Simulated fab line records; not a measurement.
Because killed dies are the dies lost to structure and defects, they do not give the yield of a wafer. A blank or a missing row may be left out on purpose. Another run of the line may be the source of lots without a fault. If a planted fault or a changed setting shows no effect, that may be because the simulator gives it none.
Struck lot and sound lot, side by side ; flow n5_finfet ; 25 steps out of a route of 1938
Sound: these wafers, L789.2, L789.4, L789.6. Struck: wafers L793.1, L793.2, L793.3. Last of all comes the cause.
Per side, at each step with rows, come the tool, then ch with its chambers, and then its first start. Under that, the readings that differ: sound wafers ; struck wafers ; difference of the means ; sigmas: that difference in standard deviations of wafers without a fault.
alike: words and numbers the same on both sides, and readings whose means are apart by under 2 such deviations; not compared: readings that were withheld, readings missing a value for some wafer, numbers with overlapping values and no deviation given by the record, and bounds like >300 which may hide the same value.
The two part at a step that has a row with sigmas, a row that says differs or no value, or rows on one side only. Numbers that don't overlap but have no deviation are shown without sigmas and don't part them. A reading that every wafer of one side lacks parts them only if that side has two wafers or more.

first, 2 steps without rows for these wafers: N5_SD_EPI_N_SRD_20 (time 30 s); N5_SD_EPI_N_PRECLEAN_48 (cleans in NF3:NH3, afs cycles 2, time 20 s, sublimation time 60 s).
N5_SD_EPI_N_VAPOR_ETCH_50: etches Si in HCl, time 54 s.
  sound on epi_rpcvd-04 ch 0, day 5 21:43; struck on epi_rpcvd-04 ch 0, day 6 21:28
  alike: throttle_valve_pct
then, 1 step without rows for these wafers: N5_SD_EPI_N_EPI_21 (deposits Si:P, time 690 s).
N5_SD_EPI_N_EPI_MEAS_23:
  sound on film_metro-02 at day 5 23:35; struck on film_metro-01 at day 6 23:22
  alike: thk_nm
then, 3 steps without rows for these wafers: N5_SD_EPI_N_PRECLEAN_24 (cleans in O3/DIW, time 60 s); N5_SD_EPI_N_SRD_25 (time 30 s); N5_SD_EPI_N_PRECLEAN_49 (cleans in NF3:NH3, afs cycles 1, time 20 s, sublimation time 60 s).
N5_SD_EPI_N_LINER_46: material SiNx, target thk 3 nm.
  sound on ald_sin-04 ch 1,2, day 6 00:00; struck on ald_sin-04 ch 0,1,3, day 6 23:46
  alike: heater_power_w
N5_SD_EPI_N_INSPECT_26: inspects for defects (darkfield).
  sound on defect_inspect-02 at day 6 00:15; struck on defect_inspect-01 at day 7 00:01
  alike: raw_defect_count
then, 2 steps without rows for these wafers: N5_SD_EPI_P_COAT_34 (time 60 s, resist thk 350 nm); N5_SD_EPI_P_COAT_35 (time 60 s, resist thk 35 nm).
N5_SD_EPI_P_COAT_03: resist thk 150 nm.
  sound on litho_track-01 ch 0, day 6 00:17; struck on litho_track-01 ch 0, day 7 00:03
reading;sound;struck;difference;sigmas
spin_speed_rpm (rpm);1501.1 1500.4 1500.9;1567.2 1565.6 1566.9;+65.8;+75
model.CAR-ArF-block_of_SD_EPI_P_COAT_03.thk_nm (nm);150.4 149.8 150.6;147.2 147 147.8;-2.9;
then, 5 steps without rows for these wafers: N5_SD_EPI_P_EBR_05; N5_SD_EPI_P_SOFTBAKE_04 (time 60 s); N5_SD_EPI_P_EXPOSE_06 (exposes mask SD P BLK, target cd 240 nm); N5_SD_EPI_P_PEB_07 (peb time 60 s); N5_SD_EPI_P_DEVELOP_08 (develop time 30 s).
N5_SD_EPI_P_CD_MEAS_09 targets a cd of 240 nm.
  sound on cd_sem-03 ch 0, day 6 00:32; struck on cd_sem-01 ch 0, day 7 00:17
  alike: cd_nm
N5_SD_EPI_P_OVL_MEAS_10:
  sound on overlay-01 ch 0, day 6 00:34; struck on overlay-02 ch 0, day 7 00:19
  alike: SD_P_BLK_OVL
N5_SD_EPI_P_INSPECT_11: inspects for defects (macro).
  sound on defect_inspect-01 at day 6 00:35; struck on defect_inspect-01 at day 7 00:26
reading;sound;struck;difference;sigmas
raw_defect_count;1 1 1;1 6 5;+3;+2
N5_SD_EPI_P_DESCUM_14: chemistry O2, time 7.9 s.
  sound on rie_diel-04 ch 0,1, day 6 00:39; struck on rie_diel-04 ch 0,1,2, day 7 00:29
  alike: drypump_motor_current_A, oes_product_au, rf_vpp_V, showerhead_plenum_p_Torr, throttle_valve_pct
  not compared: rf_hours_counter_h
N5_SD_EPI_P_ETCH_36: etches SiARC in CF4, target depth 45.5 nm, time 75.8 s.
  sound on rie_diel-04 ch 0,1, day 6 00:41; struck on rie_diel-04 ch 0,1,2, day 7 00:31
reading;sound;struck;difference;sigmas
model.CAR-ArF-block_of_SD_EPI_P_COAT_03.thk_nm (nm);111.4 110.6 111.6;108.2 108 108.8;-2.9;
  alike: cf4_flow_sccm, drypump_motor_current_A, etch_rf_on_time_s, oes_product_au, rf_vpp_V, showerhead_plenum_p_Torr, throttle_valve_pct
  not compared: rf_hours_counter_h
N5_SD_EPI_P_ETCH_37: etches SOC in N2/H2, overetch 108 nm, time 486 s.
  sound on rie_diel-04 ch 0,1, day 6 00:44; struck on rie_diel-04 ch 0,1,2, day 7 00:34
  alike: drypump_motor_current_A, oes_product_au, rf_vpp_V, showerhead_plenum_p_Torr, throttle_valve_pct
  not compared: rf_hours_counter_h
-- the record jumps here: 9 days lie between the struck wafers' starts before and after (it left off in module SD_EPI_P and takes up again in module PASSIVATION, whose first step shown is number 1936 of the route) --
N5_PASSIVATION_PROBE_49:
  sound on prober-01 at day 16 04:41; struck on prober-01 at day 16 08:20
  alike: killed_at_M0_to_M3, killed_at_M4_up, killed_at_contacts, killed_at_front_end, killed_at_other, killed_dies, killed_on_rim, killed_open, killed_short

## WHERE THEY PART
First at N5_SD_EPI_P_COAT_03; last, within this record, at N5_SD_EPI_P_INSPECT_11. Later steps at which nothing parts them and some readings are alike: N5_SD_EPI_P_DESCUM_14, N5_SD_EPI_P_ETCH_36, N5_SD_EPI_P_ETCH_37, N5_PASSIVATION_PROBE_49.

WHY: what had been put in by the simulator
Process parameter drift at N5_SD_EPI_P_COAT_03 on litho_track-01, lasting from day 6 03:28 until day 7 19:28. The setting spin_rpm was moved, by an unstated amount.
